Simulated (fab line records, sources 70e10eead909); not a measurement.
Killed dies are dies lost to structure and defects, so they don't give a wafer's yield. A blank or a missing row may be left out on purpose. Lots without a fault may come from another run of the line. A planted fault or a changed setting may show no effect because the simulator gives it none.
Chamber matching | flow nand_harc | NHARC_A_M0_PRE_CLEAN_31 on pecvd-02: 3 sister chambers
The step time 12 s. 18 wafers are shown with their chamber, then 9 later ones without.

WAFERS WITH THEIR CHAMBER
wafer  | chamber | heater_power_w (W)
L075.2 | 2       | 573
L075.4 | 2       | 579
L075.6 | 1       | 536
L080.2 | 0       | 494
L080.3 | 2       | 676
L080.6 | 2       | 692
L081.2 | 2       | 673
L081.3 | 1       | 522
L081.4 | 1       | 507
L083.1 | 1       | 533
L083.2 | 2       | 657
L083.5 | 0       | 541
L089.1 | 1       | 470
L089.4 | 2       | 684
L089.5 | 0       | 480
L091.4 | 1       | 493
L091.5 | 0       | 481
L091.6 | 2       | 570

SIGNATURES (means of the wafers above)
reading        | chamber 0 | chamber 1 | chamber 2 | scatter within a chamber
heater_power_w | 499.00    | 510.17    | 638.00    | 41.7
Rule: a wafer's distance from a chamber is the root of the sum, over the readings, of the square of ((its reading less the chamber's mean) divided by the reading's scatter). The wafer belongs to the nearest chamber; if the next one is less than 2 further off, it can't be placed. The scatter: the root of (the sum of the squares of (reading less its chamber's mean) over the shown wafers, divided by (wafers less chambers)).

WAFERS WITHOUT THEIR CHAMBER
wafer  | heater_power_w (W)
L092.2 | 561
L092.3 | 552
L092.6 | 673
L095.1 | 680
L095.2 | 560
L095.3 | 540
L093.1 | 493
L093.3 | 524
L093.4 | 538

WHICH CHAMBER EACH WENT THROUGH
wafer  | from the rows above          | in truth
L092.2 | can't be placed: 1 or 0 or 2 | 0
L092.3 | can't be placed: 1 or 0 or 2 | 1
L092.6 | 2                            | 2
L095.1 | 2                            | 2
L095.2 | can't be placed: 1 or 0 or 2 | 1
L095.3 | can't be placed: 1 or 0 or 2 | 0
L093.1 | can't be placed: 0 or 1      | 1
L093.3 | can't be placed: 1 or 0      | 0
L093.4 | can't be placed: 1 or 0 or 2 | 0
Placed correctly: 2 of 9. Can't be placed from these rows: 7 (the true chamber is among the candidates in 7). Placed wrongly: 0.
